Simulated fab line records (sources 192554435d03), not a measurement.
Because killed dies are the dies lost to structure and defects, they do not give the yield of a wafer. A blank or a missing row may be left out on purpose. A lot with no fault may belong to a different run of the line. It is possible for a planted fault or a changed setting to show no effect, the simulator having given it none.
Split-lot trial ; flow n5Finfet ; 21 wafers read from 7 lots, route of 1938 steps

== THE SPLIT ==
At N5_MOL_CONTACT_COAG_ETCH_106 (etches SOC in N2/H2, target depth 80 nm, overetch 16 nm, time 120 s), the setting sourceW was moved away from the recipe's 840 W on 9 of the 21 wafers read, by -10.6% to +10.4%. For the rest of the wafers, this setting stayed at what the recipe calls for.

Reading taken at the split's own step.

== THE READING ==
rfVppV, in V, at N5_MOL_CONTACT_COAG_ETCH_106 (etches SOC in N2/H2, target depth 80 nm, overetch 16 nm, time 120 s). Fault-free wafers of this fab line usually give 523.7 V, standard deviation 2.5 V.

wafer;tool, chamber at the split;sourceW as run, W;against the recipe;rfVppV, V;against lot-mates on the recipe
L075.1;rieDiel-04, 1;840;recipe;523.7;-
L075.2;rieDiel-04, 2;840;recipe;519.6;-
L075.3;rieDiel-04, 0;840;recipe;520.3;-
L076.4;rieDiel-03, 1;778.1;-7.4%;538.7;no lot-mate on the recipe
L076.5;rieDiel-03, 3;778.1;-7.4%;532.9;no lot-mate on the recipe
L076.6;rieDiel-03, 2;778.1;-7.4%;539.0;no lot-mate on the recipe
L077.1;rieDiel-02, 0;781.5;-7.0%;533.7;+7.3
L077.3;rieDiel-02, 2;840;recipe;526.4;-
L077.6;rieDiel-02, 0;781.5;-7.0%;531.0;+4.6
L080.1;rieDiel-04, 1;927.6;+10.4%;506.1;-14.3
L080.2;rieDiel-04, 2;840;recipe;521.0;-
L080.5;rieDiel-04, 2;840;recipe;519.8;-
L082.3;rieDiel-03, 0;840;recipe;525.1;-
L082.4;rieDiel-03, 2;840;recipe;524.7;-
L082.6;rieDiel-03, 0;774.7;-7.8%;537.2;+12.3
L087.1;rieDiel-04, 1;840;recipe;523.2;-
L087.4;rieDiel-04, 2;751.2;-10.6%;538.7;+14.4
L087.5;rieDiel-04, 3;840;recipe;525.4;-
L095.1;rieDiel-02, 0;840;recipe;519.4;-
L095.3;rieDiel-02, 3;912.2;+8.6%;508.7;-13.9
L095.6;rieDiel-02, 2;840;recipe;525.9;-

FIT RESULTS
A straight line over all 21 wafers: rfVppV changes by -1.65 V for each +1% of sourceW; r = -0.96; the points scatter about the line by 2.6 V.
The same after taking each lot's own level away (the mean of its wafers on the recipe; 18 wafers): -1.34 V for each +1%; r = -0.96; scatter 2 V.
The reading moves by 14 V for the largest change in sourceW, on that fit.
The lots' own levels span 520.40 to 526.40 V, that is 2.4 times the standard deviation above.
Thus the slope moves with the lot-to-lot level: the two fits are different.
Check: for one of the wafers moved furthest among these (-10.6%), held out of the fit, the line's prediction against its lot-mates is +13.5 V. Against them it came out at +14.4 V.
Tool readings at the split's step, against how far the setting was moved: rfVppV r = -0.96.

== THESE WAFERS: OTHER SPLITS ==
Other splits were also applied to these wafers ahead of the reading. Each is held against what the fit with the lots' levels taken away leaves over:
other split on the same wafers;wafers away from the commonest value;r with rfVppV (lot level and that fit taken away)
N5_HKMG_FIN_EXPOSE_09 doseMj;7;-0.04
N5_HKMG_FIN_ETCH_35 sourceW;7;-0.40
N5_MOL_CONTACT_COAG_COAT_103 spinRpm;6;+0.12
N5_MOL_CONTACT_COAG_COAT_02 spinRpm;6;-0.30
N5_MOL_CONTACT_COAG_ETCH_105 biasW;11;+0.38

== FILE'S OWN FIT ==
rfVppV changes by -1.39 V for each +1% of sourceW, r = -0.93.
